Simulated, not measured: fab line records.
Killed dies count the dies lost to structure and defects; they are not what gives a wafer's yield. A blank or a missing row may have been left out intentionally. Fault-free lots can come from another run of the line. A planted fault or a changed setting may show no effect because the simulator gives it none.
Chamber matching | flow nand harc | rie diel-04 running NHARC_A_CHANNEL_FILL_D2_ETCHBACK_20: 4 sister chambers
The step etches the open film in C4F8/O2/Ar, target depth 27 nm, time 13.5 s. 20 wafers are shown with their chamber, then 10 later ones without.

WAFERS PAIRED WITH THEIR CHAMBERS
wafer  | chamber | rf vpp V (V) | oes product au (a.u.)
L074.3 | 2       | 977          | 1.001
L074.4 | 0       | 970          | 1.008
L074.5 | 1       | 977          | 0.999
L078.1 | 3       | 987          | 1.010
L078.2 | 0       | 970          | 1.013
L078.5 | 2       | 977          | 1.011
L079.1 | 3       | 987          | 0.996
L079.3 | 1       | 977          | 0.998
L079.5 | 2       | 976          | 1.017
L083.1 | 3       | 988          | 0.993
L083.3 | 1       | 977          | 0.996
L083.6 | 3       | 988          | 0.997
L084.2 | 2       | 977          | 0.964
L084.5 | 2       | 976          | 0.966
L084.6 | 1       | 976          | 0.954
L087.1 | 3       | 989          | 1.009
L087.2 | 2       | 977          | 1.000
L087.6 | 1       | 977          | 0.992
L088.2 | 2       | 976          | 0.993
L088.3 | 1       | 977          | 1.004

SIGNATURES (averages over the wafers above)
reading        | chamber 0 | chamber 1 | chamber 2 | chamber 3 | scatter within a chamber
rf vpp V       | 970.00    | 976.83    | 976.57    | 987.80    | 0.578
oes product au | 1.01050   | 0.99050   | 0.99314   | 1.00100   | 0.0168
Rule: a wafer lies at a distance from a chamber equal to the root of the sum of squares, over the readings, of (its reading less the chamber's mean, divided by the reading's scatter). The wafer belongs to the nearest chamber; if the next one is less than 2 further off, it can't be placed. How the scatter is found: for the shown wafers, subtract from each reading the mean of its chamber, square and add these, divide the total by (wafers less chambers), then take the root.

WAFERS WITHOUT THEIR CHAMBER
wafer  | rf vpp V (V) | oes product au (a.u.)
L088.6 | 971          | 1.003
L090.1 | 971          | 0.991
L090.2 | 977          | 0.987
L090.3 | 976          | 1.007
L093.4 | 970          | 0.988
L093.5 | 970          | 0.992
L093.6 | 976          | 0.998
L096.1 | 975          | 1.000
L096.2 | 971          | 0.998
L096.5 | 975          | 1.000

THE CHAMBER EACH PASSED THROUGH
wafer  | from the rows above     | in truth
L088.6 | 0                       | 0
L090.1 | 0                       | 0
L090.2 | can't be placed: 1 or 2 | 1
L090.3 | can't be placed: 2 or 1 | 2
L093.4 | 0                       | 0
L093.5 | 0                       | 0
L093.6 | can't be placed: 2 or 1 | 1
L096.1 | can't be placed: 2 or 1 | 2
L096.2 | 0                       | 0
L096.5 | can't be placed: 2 or 1 | 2
Correct placement for 5 of the 10. Not placeable from these rows: 5 (in 5, the candidates include the true chamber). Number placed wrongly: 0.
